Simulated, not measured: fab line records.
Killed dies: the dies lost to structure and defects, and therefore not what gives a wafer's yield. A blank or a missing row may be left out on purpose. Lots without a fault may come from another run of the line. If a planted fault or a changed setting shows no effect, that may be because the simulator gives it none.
fab line records	flow n5-finfet
[record] lots = 11	wafers = 30	last-day = 18
route steps=1938 shown SD_EPI_N@287 BEOL_M4@1095 PASSIVATION@1936
lots that met no fault: from a run of the same line without faults
start-h: start of the lot's first displayed wafer, in hours after the record's first day	wait-h: how many hours have passed since the lot's step before this one	" same as the row above	L1.1+2: one row covering several wafers at once	- no value present, or no start provided	* or withheld: withheld	< > ~ a bound
route shown NAME@n: a module of which the file shows steps, and the number in the route of the first	usual: the fault-free wafers' mean and standard deviation	same: alike in all rows	chamber/n: place in a boat	sites: per-site readings	_std_site: the values' standard deviation	_edge_site: the outer-site mean with the inner-site mean subtracted	radius-mm: for every site, how far away it sits from the centre of the wafer	mask NAME#n: copy n	behind: the tool/chamber that last shaped the wafer	hold: reason for holding the lot/hours on hold/outcome of the hold	device: names the non-switching transistor (n, p or np)	end of line: at the end of the route, the tests of the same wafers	step lacking rows: just its recipe	killed: count of dies lost to structure and defects at first sort (not the wafer's yield)	map: shows each die of a wafer: x if killed, . if not, _ if none is there
set.NAME: the setting as run; set.NAME@STEP: as run at that earlier step	model.NAME: the simulator's own value behind a step, which no gauge read
one table for each step of the route and one row for each wafer, over a sample of lots
services: when a tool's chamber went out of use (start-h, in hours from the record's first day, below 0 if earlier), for how many hours, and the reason
[[steps]]
[step N5_SD_EPI_N_VAPOR_ETCH_50]
[recipe] chemistry = HCl	target = Si	temp-c = 775	time-s = 54	pressure-torr = 20	mode = isotropic
[usual] throttle-valve-pct = 11.7/0.51
lot.wafer	tool	chamber	start-h	wait-h	throttle-valve-pct
L585.1	epi-rpcvd-02	0	49.76	0.4	12.3
L585.2	"	0	"	"	12.5
L585.5	"	0	"	"	12.1
L587.3	epi-rpcvd-02	0	61.22	0.2	12.2
L587.4	"	0	"	"	12.3
L587.6	"	0	"	"	12.3
L590.2	epi-rpcvd-02	0	81.70	0.3	12.0
L590.4	"	0	"	"	12.1
L593.3	epi-rpcvd-02	0	99.12	0.2	12.3
L593.5	"	0	"	"	12.1
L595.3	epi-rpcvd-02	0	110.65	0.2	12.4
L595.4	"	0	"	"	12.2
L598.2	epi-rpcvd-04	0	132.78	0.4	11.1
L598.3	"	0	"	"	11.2
L598.6	"	0	"	"	11.1
L601.1	epi-rpcvd-01	0	152.42	0.3	11.5
L601.2	"	0	"	"	11.6
L601.6	"	0	"	"	11.5
L603.3	epi-rpcvd-01	0	159.07	0.2	11.4
L603.4	"	0	"	"	11.7
L603.6	"	0	"	"	11.4
L605.1	epi-rpcvd-04	0	174.73	0.4	10.9
L605.5	"	0	"	"	11.4
L605.6	"	0	"	"	11.2
L606.2	epi-rpcvd-02	0	176.20	0.3	12.2
L606.5	"	0	"	"	12.3
L606.6	"	0	"	"	12.0
L608.1	epi-rpcvd-02	0	188.74	0.3	12.1
L608.2	"	0	"	"	12.3
L608.4	"	0	"	"	12.2
[step N5_BEOL_M4_ANNEAL_91]
[recipe] temp-c = 400	time-s = 240	ambient = vacuum
[usual] heater-power-w = 835/110
lot.wafer	tool	chamber	start-h	wait-h	heater-power-w
L585.1	pvd-sputter-01	-	162.91	0.0	615
L585.2	"	-	"	"	849
L585.5	"	-	"	"	606
L587.3	pvd-sputter-01	-	181.48	0.0	867
L587.4	"	-	"	"	612
L587.6	"	-	"	"	862
L590.2	pvd-sputter-03	-	199.87	0.0	735
L590.4	"	-	"	"	934
L593.3	pvd-sputter-03	-	213.01	0.0	923
L593.5	"	-	"	"	963
L595.3	pvd-sputter-01	-	236.09	0.0	939
L595.4	"	-	"	"	862
L598.2	pvd-sputter-02	-	244.73	0.0	931
L598.3	"	-	"	"	702
L598.6	"	-	"	"	944
L601.1	pvd-sputter-02	-	260.49	0.0	936
L601.2	"	-	"	"	766
L601.6	"	-	"	"	885
L603.3	pvd-sputter-01	-	280.95	0.0	610
L603.4	"	-	"	"	854
L603.6	"	-	"	"	612
L605.1	pvd-sputter-02	-	289.00	0.0	771
L605.5	"	-	"	"	937
L605.6	"	-	"	"	746
L606.2	pvd-sputter-02	-	296.48	0.0	752
L606.5	"	-	"	"	788
L606.6	"	-	"	"	878
L608.1	pvd-sputter-01	-	315.04	0.0	603
L608.2	"	-	"	"	854
L608.4	"	-	"	"	849
[step N5_BEOL_M4_ANNEAL_93]
[recipe] temp-c = 400	time-s = 240	ambient = vacuum
[usual] heater-power-w = 832/110
lot.wafer	tool	chamber	start-h	wait-h	heater-power-w
L585.1	pvd-sputter-01	-	163.13	0.0	611
L585.2	"	-	"	"	857
L585.5	"	-	"	"	629
L587.3	pvd-sputter-01	-	181.70	0.0	874
L587.4	"	-	"	"	606
L587.6	"	-	"	"	861
L590.2	pvd-sputter-03	-	200.09	0.0	764
L590.4	"	-	"	"	950
L593.3	pvd-sputter-03	-	213.23	0.0	907
L593.5	"	-	"	"	930
L595.3	pvd-sputter-01	-	236.31	0.0	944
L595.4	"	-	"	"	871
L598.2	pvd-sputter-02	-	244.95	0.0	925
L598.3	"	-	"	"	756
L598.6	"	-	"	"	931
L601.1	pvd-sputter-02	-	260.71	0.0	925
L601.2	"	-	"	"	770
L601.6	"	-	"	"	899
L603.3	pvd-sputter-01	-	281.17	0.0	617
L603.4	"	-	"	"	844
L603.6	"	-	"	"	615
L605.1	pvd-sputter-02	-	289.22	0.0	733
L605.5	"	-	"	"	928
L605.6	"	-	"	"	758
L606.2	pvd-sputter-02	-	296.70	0.0	766
L606.5	"	-	"	"	770
L606.6	"	-	"	"	878
L608.1	pvd-sputter-01	-	315.26	0.0	623
L608.2	"	-	"	"	872
L608.4	"	-	"	"	861
[step N5_BEOL_M4_DEP_57]
[recipe] material = SiCN	target-thk-a = 80	temp-c = withheld	precursor = 3MS/NH3	pressure-torr = 3	rf-w = 202	time-s = 14
[usual] showerhead-plenum-p-Torr = 3.667/0.012	throttle-valve-pct = 9.0/0.52
lot.wafer	tool	chamber	start-h	wait-h	showerhead-plenum-p-Torr	throttle-valve-pct
L585.1	pecvd-03	2	164.47	0.0	3.667	8.2
L585.2	"	1	"	"	3.680	9.1
L585.5	"	1	"	"	3.683	8.9
L587.3	pecvd-03	1	183.06	0.0	3.693	8.9
L587.4	"	2	"	"	3.665	8.3
L587.6	"	1	"	"	3.685	9.1
L590.2	pecvd-04	2	201.48	0.0	3.663	8.6
L590.4	"	2	"	"	3.681	8.6
L593.3	pecvd-01	0	214.58	0.0	3.656	9.8
L593.5	"	0	"	"	3.655	9.6
L595.3	pecvd-03	0	237.65	0.0	3.687	8.8
L595.4	"	0	"	"	3.680	8.5
L598.2	pecvd-04	2	246.33	0.0	3.665	8.4
L598.3	"	0	"	"	3.661	9.9
L598.6	"	2	"	"	3.677	8.3
L601.1	pecvd-03	0	262.06	0.0	3.685	9.0
L601.2	"	1	"	"	3.679	8.9
L601.6	"	1	"	"	3.687	9.1
L603.3	pecvd-01	0	282.57	0.0	3.648	10.1
L603.4	"	2	"	"	3.688	9.1
L603.6	"	0	"	"	3.658	9.6
L605.1	pecvd-01	1	290.56	0.0	3.652	8.8
L605.5	"	2	"	"	3.670	9.1
L605.6	"	0	"	"	3.656	9.7
L606.2	pecvd-04	1	298.07	0.0	3.664	8.8
L606.5	"	2	"	"	3.664	8.7
L606.6	"	1	"	"	3.674	8.7
L608.1	pecvd-04	0	316.60	0.0	3.669	10.0
L608.2	"	2	"	"	3.671	8.8
L608.4	"	0	"	"	3.668	9.7
[step N5_BEOL_M4_RC_MEAS_101]
[usual] DIBL_N = 36.5/1.4	DIBL_P = 36.5/1.6	IOFF_N = 0.163/0.022	IOFF_N_85C = 3.1/0.37	IOFF_N_LIN = 0.075/0.0087	IOFF_P = 0.219/0.029	ION_N = 675/8.3	ION_P = 464/6.2	REXT_N = 74.7/1.6	SS_N = 71.5/0.52	SS_P = 73.4/0.57	VT_N = 249.7/2.6	VT_N_LVT = 98.2/2.7	VT_P = -250/3
lot.wafer	tool	chamber	start-h	wait-h	DIBL_N[mV/V]	DIBL_P[mV/V]	IOFF_N[nA/um]	IOFF_N_85C[nA/um]	IOFF_N_LIN[nA/um]	IOFF_P[nA/um]	ION_N[uA/um]	ION_P[uA/um]	REXT_N[ohm.um]	SS_N[mV/dec]	SS_P[mV/dec]	VT_N[mV]	VT_N_LVT[mV]	VT_P[mV]
L585.1	prober-02	0	164.98	0.4	35.8	35.3	0.140	2.7	0.067	0.185	661	459	75.7	71.2	72.5	250.8	99.5	-250
L585.2	"	0	"	"	38.3	37.5	0.177	3.3	0.078	0.224	671	462	73.7	72.1	73.1	248.6	98.4	-247
L585.5	"	0	"	"	36.7	37.0	0.152	2.9	0.072	0.201	670	465	74.3	71.2	72.9	249.0	99.5	-249
L587.3	prober-01	0	183.48	0.3	37.4	38.1	0.189	3.6	0.082	0.216	673	455	74.4	72.7	73.7	247.7	96.8	-251
L587.4	"	0	"	"	34.2	34.8	0.134	2.6	0.063	0.174	666	453	73.2	71.4	73.3	251.4	101.4	-255
L587.6	"	0	"	"	36.5	38.0	0.174	3.3	0.078	0.213	676	461	73.6	72.3	73.4	250.6	97.6	-251
L590.2	prober-02	0	201.75	0.2	43.5	34.1	0.317	5.6	0.123	0.178	717	462	64.6	72.9	73.3	241.4	86.9	-255
L590.4	"	0	"	"	37.9	36.5	0.191	3.7	0.084	0.215	691	463	73.0	72.1	73.6	248.8	95.1	-253
L593.3	prober-01	0	215.01	0.3	45.2	35.5	0.375	6.3	0.137	0.244	723	464	67.6	73.6	73.1	237.1	86.6	-247
L593.5	"	0	"	"	35.3	34.8	0.140	2.8	0.069	0.230	676	472	76.6	71.5	72.8	250.8	100.4	-248
L595.3	prober-02	0	238.08	0.3	45.5	37.8	0.382	6.3	0.142	0.226	726	471	65.1	73.1	73.8	236.4	85.5	-250
L595.4	"	0	"	"	37.5	37.8	0.161	3.1	0.074	0.217	678	458	75.4	72.0	73.4	250.7	100.0	-250
L598.2	prober-01	0	246.60	0.2	34.8	35.5	0.147	2.9	0.069	0.234	664	466	74.5	71.8	73.1	249.3	100.6	-247
L598.3	"	0	"	"	35.3	36.7	0.165	3.2	0.077	0.258	683	474	73.9	72.0	73.3	247.6	97.9	-245
L598.6	"	0	"	"	36.8	38.5	0.186	3.6	0.083	0.295	668	473	74.2	73.2	73.8	245.2	97.8	-242
L601.1	prober-02	0	262.20	0.0	35.7	36.0	0.149	2.9	0.070	0.210	663	454	75.8	70.7	72.8	249.4	99.1	-250
L601.2	"	0	"	"	33.7	32.7	0.110	2.3	0.055	0.162	665	457	74.9	70.4	72.7	255.0	103.5	-256
L601.6	"	0	"	"	35.3	35.5	0.152	3.0	0.073	0.212	682	468	76.3	71.2	73.4	249.5	97.3	-247
L603.3	prober-01	0	283.00	0.3	37.9	38.8	0.177	3.4	0.081	0.227	684	464	73.9	71.6	73.8	247.7	96.1	-250
L603.4	"	0	"	"	38.4	39.5	0.187	3.6	0.087	0.243	682	465	73.6	71.8	74.3	247.3	95.7	-249
L603.6	"	0	"	"	39.1	39.8	0.197	3.7	0.090	0.247	685	468	74.0	71.8	74.1	247.4	95.5	-246
L605.1	prober-02	0	290.68	0.0	38.5	38.0	0.175	3.3	0.081	0.240	681	464	76.2	71.3	74.3	250.5	97.8	-247
L605.5	"	0	"	"	38.7	37.9	0.184	3.5	0.083	0.244	666	460	75.6	71.4	74.3	248.6	97.0	-248
L605.6	"	0	"	"	38.1	37.6	0.174	3.3	0.081	0.248	685	471	76.2	71.4	74.0	247.6	97.1	-247
L606.2	prober-01	0	298.36	0.2	35.9	37.2	0.158	3.1	0.073	0.203	675	467	73.0	71.4	73.2	251.6	96.3	-253
L606.5	"	0	"	"	34.6	35.2	0.136	2.7	0.065	0.166	668	458	73.6	70.9	73.3	251.9	98.9	-258
L606.6	"	0	"	"	36.0	37.6	0.166	3.2	0.077	0.203	682	463	73.8	71.8	73.5	249.8	95.7	-252
L608.1	prober-02	0	316.72	0.0	36.6	35.7	0.149	2.9	0.071	0.218	661	460	77.4	71.8	73.4	251.6	102.8	-250
L608.2	"	0	"	"	37.2	36.7	0.164	3.1	0.075	0.243	665	458	75.9	72.8	73.9	250.0	101.3	-248
L608.4	"	0	"	"	34.9	33.8	0.132	2.6	0.065	0.196	667	467	76.3	71.7	72.7	254.0	103.2	-251
[step N5_PASSIVATION_PROBE_49]
[usual] defect-limited-yield = 91.2/1.6	killed_at_M0_to_M3 = 33/11	killed_at_M4_up = 15/6.2	killed-at-contacts = 15/7.1	killed-at-front-end = 38/12	killed-at-other = 4/3.5	killed-dies = 104/19	killed-on-rim = 14/4	killed-open = 69/14	killed-short = 34/8.5	sort_bin_4_leakage = 0/0	sort_bin_5_function = 5.2/0.99	sort_bin_6_memory = 3.3/0.77	sort-n-pass = 1076/19	sort-yield-pct = 91.2/1.6
[same] gross-dies = 1180	killed-at-back-side = 0	sort_bin_8_speed[%] = 0
lot.wafer	tool	chamber	start-h	wait-h	defect-limited-yield[%]	killed_at_M0_to_M3	killed_at_M4_up	killed-at-contacts	killed-at-front-end	killed-at-other	killed-dies	killed-on-rim	killed-open	killed-short	sort_bin_4_leakage[%]	sort_bin_5_function[%]	sort_bin_6_memory[%]	sort-n-pass	sort-yield-pct[%]
L585.1	prober-02	-	264.78	0.0	92.4	21	9	7	49	4	90	16	59	30	0	4.6	2.8	1090	92.4
L585.2	prober-02	-	264.83	0.1	90.3	42	6	19	36	11	114	9	74	39	0	5.3	3.9	1066	90.3
L585.5	prober-02	-	264.98	0.2	90.8	44	11	10	39	5	109	12	75	34	0	6.1	3.0	1071	90.8
L587.3	prober-01	-	288.24	0.1	93.0	11	12	18	40	2	83	12	51	31	0	4.1	2.7	1097	93.0
L587.4	prober-01	-	288.29	0.2	94.2	24	5	9	28	2	68	13	42	26	0	3.2	2.4	1112	94.2
L587.6	prober-01	-	288.39	0.3	91.0	22	26	20	36	2	106	16	69	34	0	5.0	3.7	1074	91.0
L590.2	prober-01	-	310.10	0.1	89.2	38	20	11	58	0	127	13	88	37	1.95	5.9	4.6	1030	87.3
L590.4	prober-01	-	310.20	0.2	88.0	55	22	19	44	2	142	19	100	37	0	6.8	4.5	1038	88.0
L593.3	prober-02	-	321.08	0.1	91.4	33	13	13	40	2	101	13	63	34	5.00	5.4	2.5	1020	86.4
L593.5	prober-02	-	321.18	0.2	93.1	28	15	11	22	6	82	9	46	35	0	4.0	2.9	1098	93.1
L595.3	prober-02	-	343.11	0.1	92.5	31	8	12	36	1	88	7	59	29	11.44	4.2	3.0	957	81.1
L595.4	prober-02	-	343.16	0.2	92.0	26	23	11	34	0	94	10	62	31	0	4.9	2.7	1086	92.0
L598.2	prober-01	-	347.73	0.1	93.2	20	14	9	30	7	80	11	37	40	0	4.2	2.3	1100	93.2
L598.3	prober-01	-	347.78	0.1	93.6	25	9	10	28	3	75	10	54	19	0	4.2	2.1	1105	93.6
L598.6	prober-01	-	347.93	0.3	92.6	15	10	14	42	6	87	15	55	31	0	4.7	2.5	1093	92.6
L601.1	prober-02	-	370.29	0.7	91.8	29	18	5	44	1	97	14	62	34	0	5.0	3.1	1083	91.8
L601.2	prober-02	-	370.34	0.8	90.2	26	20	19	51	0	116	17	83	32	0	5.3	4.3	1064	90.2
L601.6	prober-02	-	370.54	1.0	91.5	30	31	6	32	1	100	16	69	31	0	5.4	2.8	1080	91.5
L603.3	prober-01	-	383.34	0.1	92.4	19	17	9	39	6	90	8	47	42	0	5.3	2.0	1090	92.4
L603.4	prober-01	-	383.39	0.2	88.2	28	19	31	57	4	139	16	91	48	0	6.5	4.9	1041	88.2
L603.6	prober-01	-	383.49	0.3	89.2	38	19	18	47	5	127	23	91	36	0	6.2	4.2	1053	89.2
L605.1	prober-01	-	398.80	0.0	90.5	49	14	14	29	6	112	16	79	31	0	5.8	3.6	1068	90.5
L605.5	prober-01	-	399.00	0.2	91.9	43	19	10	20	4	96	13	69	26	0	4.7	3.2	1084	91.9
L605.6	prober-01	-	399.05	0.3	90.8	42	26	13	26	1	108	14	79	26	0	4.7	4.2	1072	90.8
L606.2	prober-02	-	413.17	0.1	89.0	52	14	21	32	11	130	21	74	55	0	6.9	3.8	1050	89.0
L606.5	prober-02	-	413.32	0.2	88.9	60	13	20	28	10	131	11	86	43	0	6.0	4.4	1049	88.9
L606.6	prober-02	-	413.37	0.3	88.1	74	17	14	25	11	141	16	79	61	0	7.5	3.8	1039	88.1
L608.1	prober-01	-	420.58	0.0	91.9	37	8	16	34	1	96	11	65	29	0	5.3	2.5	1084	91.9
L608.2	prober-01	-	420.63	0.1	90.5	24	11	26	51	0	112	14	73	38	0	5.8	3.6	1068	90.5
L608.4	prober-01	-	420.73	0.2	89.5	39	8	33	41	3	124	17	81	42	0	6.4	3.6	1056	89.5
// killed by level:class
L585.1 STI_FIN_REVEAL:geometric-particle:open=13 FIN_SAQP:geometric-particle:open=12 BEOL_M0_SAQP:geometric-particle:short=7 MOL_CONTACT_COAG:geometric-particle:open=6 STARTING-WAFER:geometric-particle:open=5 FIN_SAQP:geometric-particle:short=4 DUMMY_GATE:geometric-particle:open=4 BEOL_M4:geometric-particle:open=3
L585.2 MOL_CONTACT_COAG:geometric-particle:open=17 BEOL_M0_SAQP:geometric-particle:short=13 BEOL_M1:geometric-particle:open=10 BEOL_M0_SAQP:geometric-particle:open=9 FIN_SAQP:geometric-particle:open=7 DUMMY_GATE:geometric-particle:open=6 FIN_SAQP:geometric-particle:short=4 STI_FIN_REVEAL:geometric-particle:open=4
L585.5 BEOL_M3:geometric-particle:open=11 BEOL_M0_SAQP:geometric-particle:open=11 BEOL_M0_SAQP:geometric-particle:short=10 FIN_SAQP:geometric-particle:open=9 FIN_SAQP:geometric-particle:short=7 DUMMY_GATE:geometric-particle:open=7 MOL_CONTACT_COAG:geometric-particle:open=7 BEOL_M4:geometric-particle:open=5
L587.3 FIN_SAQP:geometric-particle:short=15 MOL_CONTACT_COAG:geometric-particle:open=13 FIN_SAQP:geometric-particle:open=9 BEOL_M4:geometric-particle:open=7 MOL_CONTACT_COAG:geometric-particle:short=5 BEOL_M1:geometric-particle:open=5 DUMMY_GATE:geometric-particle:open=3 STI_FIN_REVEAL:geometric-particle:open=3
L587.4 FIN_SAQP:geometric-particle:short=9 BEOL_M3:geometric-particle:open=8 MOL_CONTACT_COAG:geometric-particle:open=8 FIN_SAQP:geometric-particle:open=5 BEOL_M0_SAQP:geometric-particle:short=5 BEOL_M1:geometric-particle:open=3 BEOL_M0_SAQP:geometric-particle:open=3 BEOL_M4:geometric-particle:open=3
L587.6 MOL_CONTACT_COAG:geometric-particle:open=17 FIN_SAQP:geometric-particle:open=14 BEOL_M0_SAQP:geometric-particle:short=9 BEOL_M4:geometric-particle:open=9 FIN_SAQP:geometric-particle:short=7 BEOL_M0_SAQP:geometric-particle:open=7 STI_FIN_REVEAL:geometric-particle:open=4 BEOL_M1:geometric-particle:open=4
L590.2 STI_FIN_REVEAL:geometric-particle:open=21 BEOL_M1:geometric-particle:open=13 FIN_SAQP:geometric-particle:open=10 BEOL_M4:geometric-particle:open=9 FIN_SAQP:geometric-particle:short=7 BEOL_M3:geometric-particle:open=7 STI_FIN_REVEAL:geometric-particle:short=6 MOL_CONTACT_COAG:geometric-particle:open=6
L590.4 STI_FIN_REVEAL:geometric-particle:open=16 BEOL_M1:geometric-particle:open=14 BEOL_M0_SAQP:geometric-particle:open=13 BEOL_M0_SAQP:geometric-particle:short=13 BEOL_M4:geometric-particle:open=12 MOL_CONTACT_COAG:geometric-particle:open=11 MOL_CONTACT_COAG:geometric-particle:short=8 BEOL_M2:geometric-particle:open=7
L593.3 BEOL_M2:geometric-particle:open=14 MOL_CONTACT_COAG:geometric-particle:open=10 STI_FIN_REVEAL:geometric-particle:open=6 GATE_CUT:geometric-particle:short=5 BEOL_M2:geometric-particle:short=5 FIN_SAQP:geometric-particle:short=4 DUMMY_GATE:geometric-particle:open=4 BEOL_M0_SAQP:geometric-particle:open=4
L593.5 MOL_CONTACT_COAG:geometric-particle:open=9 GATE_CUT:geometric-particle:short=8 BEOL_M2:geometric-particle:open=6 BEOL_M0_SAQP:geometric-particle:short=5 BEOL_M1:geometric-particle:open=5 BEOL_M5:geometric-particle:open=5 STARTING-WAFER:geometric-particle:short=3 BEOL_M0_SAQP:geometric-particle:open=3
L595.3 MOL_CONTACT_COAG:geometric-particle:open=11 GATE_CUT:geometric-particle:open=11 GATE_CUT:geometric-particle:short=8 BEOL_M0:geometric-particle:open=6 BEOL_M0_SAQP:geometric-particle:open=5 STI_FIN_REVEAL:geometric-particle:open=4 BEOL_M0_SAQP:geometric-particle:short=4 BEOL_M1:geometric-particle:open=4
L595.4 MOL_CONTACT_COAG:geometric-particle:open=8 BEOL_M2:geometric-particle:open=8 BEOL_M4:geometric-particle:open=7 DUMMY_GATE:geometric-particle:open=6 GATE_CUT:geometric-particle:short=6 BEOL_M1:geometric-particle:open=5 BEOL_M3:geometric-particle:open=5 FIN_CUT:geometric-particle:short=4
L598.2 MOL_CONTACT_COAG:geometric-particle:open=6 BEOL_M4:geometric-particle:short=6 STARTING-WAFER:geometric-particle:short=6 GATE_CUT:geometric-particle:short=5 BEOL_M2:geometric-particle:open=5 ILD0:geometric-particle:short=4 BEOL_M4:geometric-particle:open=4 FIN_SAQP:geometric-particle:short=3
L598.3 STI_FIN_REVEAL:geometric-particle:open=8 MOL_CONTACT_COAG:geometric-particle:open=8 BEOL_M2:geometric-particle:open=8 STI_FIN_REVEAL:geometric-particle:short=5 FIN_SAQP:geometric-particle:open=4 BEOL_M0_SAQP:geometric-particle:open=4 BEOL_M1:geometric-particle:open=4 BEOL_M3:geometric-particle:open=4
L598.6 FIN_SAQP:geometric-particle:open=13 MOL_CONTACT_COAG:geometric-particle:open=12 FIN_SAQP:geometric-particle:short=8 GATE_CUT:geometric-particle:short=6 DUMMY_GATE:geometric-particle:open=5 BEOL_M2:geometric-particle:open=5 STI_FIN_REVEAL:geometric-particle:open=3 BEOL_M1:geometric-particle:open=3
L601.1 STI_FIN_REVEAL:geometric-particle:open=13 BEOL_M0_SAQP:geometric-particle:open=9 BEOL_M0_SAQP:geometric-particle:short=9 BEOL_M4:geometric-particle:open=9 DUMMY_GATE:geometric-particle:open=6 DUMMY_GATE:geometric-particle:short=5 BEOL_M2:geometric-particle:short=5 MOL_CONTACT_COAG:geometric-particle:open=5
L601.2 MOL_CONTACT_COAG:geometric-particle:open=17 BEOL_M4:geometric-particle:open=13 FIN_SAQP:geometric-particle:open=11 FIN_SAQP:geometric-particle:short=11 DUMMY_GATE:geometric-particle:open=7 BEOL_M0_SAQP:geometric-particle:open=7 STI_FIN_REVEAL:geometric-particle:open=6 STARTING-WAFER:geometric-particle:open=5
L601.6 BEOL_M4:geometric-particle:open=18 BEOL_M2:geometric-particle:open=9 FIN_SAQP:geometric-particle:open=7 BEOL_M3:geometric-particle:open=7 FIN_SAQP:geometric-particle:short=6 BEOL_M4:geometric-particle:short=5 STI_FIN_REVEAL:geometric-particle:open=4 DUMMY_GATE:geometric-particle:open=4
L603.3 FIN_SAQP:geometric-particle:short=13 FIN_SAQP:geometric-particle:open=9 BEOL_M4:geometric-particle:open=7 MOL_CONTACT_COAG:geometric-particle:open=5 GATE_CUT:geometric-particle:short=5 BEOL_M1:geometric-particle:open=5 STI_FIN_REVEAL:geometric-particle:open=4 MOL_CONTACT_COAG:geometric-particle:short=4
L603.4 MOL_CONTACT_COAG:geometric-particle:open=21 FIN_SAQP:geometric-particle:short=17 BEOL_M4:geometric-particle:open=14 FIN_SAQP:geometric-particle:open=13 STI_FIN_REVEAL:geometric-particle:open=13 MOL_CONTACT_COAG:geometric-particle:short=10 BEOL_M2:geometric-particle:open=6 BEOL_M3:geometric-particle:open=6
L603.6 BEOL_M4:geometric-particle:open=15 MOL_CONTACT_COAG:geometric-particle:open=14 BEOL_M1:geometric-particle:open=12 FIN_SAQP:geometric-particle:short=11 STI_FIN_REVEAL:geometric-particle:open=10 BEOL_M2:geometric-particle:open=9 FIN_SAQP:geometric-particle:open=8 MOL_CONTACT_COAG:geometric-particle:short=4
L605.1 BEOL_M3:geometric-particle:open=13 MOL_CONTACT_COAG:geometric-particle:open=12 BEOL_M2:geometric-particle:open=11 BEOL_M1:geometric-particle:open=9 BEOL_M4:geometric-particle:open=7 BEOL_M0:geometric-particle:open=6 BEOL_M2:geometric-particle:short=6 FIN_SAQP:geometric-particle:open=5
L605.5 BEOL_M2:geometric-particle:open=12 BEOL_M3:geometric-particle:open=9 MOL_CONTACT_COAG:geometric-particle:open=8 BEOL_M0_SAQP:geometric-particle:open=7 BEOL_M4:geometric-particle:open=7 BEOL_M0_SAQP:geometric-particle:short=4 BEOL_M1:geometric-particle:open=4 BEOL_M4:geometric-particle:short=4
L605.6 BEOL_M1:geometric-particle:open=19 BEOL_M4:geometric-particle:open=13 MOL_CONTACT_COAG:geometric-particle:open=10 STI_FIN_REVEAL:geometric-particle:open=6 BEOL_M3:geometric-particle:open=5 DUMMY_GATE:geometric-particle:open=4 BEOL_M0_SAQP:geometric-particle:open=4 STI_FIN_REVEAL:geometric-particle:short=3
L606.2 MOL_CONTACT_COAG:geometric-particle:open=16 BEOL_M0_SAQP:geometric-particle:short=16 BEOL_M0_SAQP:geometric-particle:open=12 BEOL_M3:geometric-particle:open=10 DUMMY_GATE:geometric-particle:open=6 GATE_CUT:geometric-particle:short=6 MOL_CONTACT_COAG:geometric-particle:short=5 GATE_CUT:geometric-particle:open=4
L606.5 BEOL_M0_SAQP:geometric-particle:open=17 MOL_CONTACT_COAG:geometric-particle:open=15 BEOL_M0_SAQP:geometric-particle:short=12 BEOL_M3:geometric-particle:open=10 FIN_SAQP:geometric-particle:open=7 BEOL_M1:geometric-particle:open=7 BEOL_M4:geometric-particle:open=5 MOL_CONTACT_COAG:geometric-particle:short=5
L606.6 BEOL_M0_SAQP:geometric-particle:short=29 BEOL_M0_SAQP:geometric-particle:open=24 MOL_CONTACT_COAG:geometric-particle:open=12 BEOL_M1:geometric-particle:open=7 FIN_SAQP:geometric-particle:open=6 BEOL_M3:geometric-particle:open=4 BEOL_M4:geometric-particle:short=4 BEOL_M2:geometric-particle:short=4
L608.1 MOL_CONTACT_COAG:geometric-particle:open=12 BEOL_M0_SAQP:geometric-particle:short=10 DUMMY_GATE:geometric-particle:open=9 BEOL_M2:geometric-particle:open=7 FIN_SAQP:geometric-particle:open=6 BEOL_M3:geometric-particle:open=6 FIN_SAQP:geometric-particle:short=5 STI_FIN_REVEAL:geometric-particle:open=4
L608.2 MOL_CONTACT_COAG:geometric-particle:open=19 DUMMY_GATE:geometric-particle:open=14 FIN_SAQP:geometric-particle:short=10 BEOL_M2:geometric-particle:open=8 MOL_CONTACT_COAG:geometric-particle:short=7 DUMMY_GATE:geometric-particle:short=6 FIN_SAQP:geometric-particle:open=5 BEOL_M4:geometric-particle:open=5
L608.4 MOL_CONTACT_COAG:geometric-particle:open=24 FIN_SAQP:geometric-particle:short=12 MOL_CONTACT_COAG:geometric-particle:short=9 BEOL_M0_SAQP:geometric-particle:open=9 FIN_SAQP:geometric-particle:open=8 BEOL_M2:geometric-particle:open=7 STI_FIN_REVEAL:geometric-particle:open=6 BEOL_M3:geometric-particle:open=5
[[services]]
tool	chamber	start-h	hours	kind
pecvd-03	2	44.15	3.8	repair
pecvd-04	2	45.59	15.7	repair
pecvd-03	2	47.95	-	clean
pecvd-03	2	47.95	-	consumable-replace:showerhead
pecvd-03	2	47.95	29.0	scheduled-down
pecvd-03	2	47.95	29.0	vent-cycle
pvd-sputter-01	-	53.42	6.6	repair
pecvd-01	1	54.63	5.5	scheduled-down
pvd-sputter-02	-	64.19	0.5	repair
pecvd-03	1	122.13	5.5	scheduled-down
pvd-sputter-01	-	141.96	1.9	repair
pecvd-01	2	153.56	4.9	repair
pecvd-01	1	155.27	2.1	scheduled-down
pecvd-03	1	194.71	2.1	scheduled-down
epi-rpcvd-01	-	197.07	1.5	repair
epi-rpcvd-01	-	223.58	14.6	pm
pecvd-03	0	229.88	2.1	scheduled-down
epi-rpcvd-01	-	243.55	2.9	repair
pecvd-01	2	244.65	5.5	scheduled-down
pecvd-01	-	256.49	0.9	repair
pecvd-03	2	257.80	5.5	scheduled-down
epi-rpcvd-02	-	263.72	6.0	pm
pecvd-04	0	295.56	5.0	scheduled-down
pvd-sputter-03	-	316.18	2.9	repair
[[key]]
[first-sign] step = N5_BEOL_M4_RC_MEAS_101	reading = IOFF_N	direction = up	sigmas = 8.7	usual = 0.163	struck = 0.358
[effect] step = N5_BEOL_M4_RC_MEAS_101	reading = IOFF_N_85C	direction = up	sigmas = 7.9	usual = 3.1	struck = 6.1
[effect] step = N5_BEOL_M4_RC_MEAS_101	reading = IOFF_N_LIN	direction = up	sigmas = 6.8	usual = 0.075	struck = 0.134
[effect] step = N5_BEOL_M4_RC_MEAS_101	reading = DIBL_N	direction = up	sigmas = 5.8	usual = 36.5	struck = 44.7
[effect] step = N5_BEOL_M4_RC_MEAS_101	reading = REXT_N	direction = down	sigmas = 5.7	usual = 74.7	struck = 65.8
[effect] step = N5_BEOL_M4_RC_MEAS_101	reading = ION_N	direction = up	sigmas = 5.6	usual = 675	struck = 722
[effect] step = N5_BEOL_M4_RC_MEAS_101	reading = VT_N_LVT	direction = down	sigmas = 4.4	usual = 98.2	struck = 86.3
[effect] step = N5_BEOL_M4_RC_MEAS_101	reading = VT_N	direction = down	sigmas = 4.3	usual = 249.7	struck = 238.3
[effect] step = N5_BEOL_M4_RC_MEAS_101	reading = SS_N	direction = up	sigmas = 3.2	usual = 71.5	struck = 73.2
[effect] step = N5_PASSIVATION_PROBE_49	reading = sort_bin_4_leakage	direction = up	sigmas = 72	usual = 0	struck = 6.13
met-at N5_SD_EPI_N_VAPOR_ETCH_50
struck-lots L590,L593,L595
struck-wafers L590.2,L593.3,L595.3
not-acting-at N5_BEOL_M4_ANNEAL_91,N5_BEOL_M4_ANNEAL_93,N5_BEOL_M4_DEP_57
onset-between 61.22 81.70
[fault] kind = process-parameter-drift	tool = epi-rpcvd-02	chamber = -	onset-h = 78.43	steps = N5_SD_EPI_N_VAPOR_ETCH_50	channel = time-s	offset = *	shape = step	end-h = 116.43	scope = struck-wafers-only	acts-in = *	stated = *
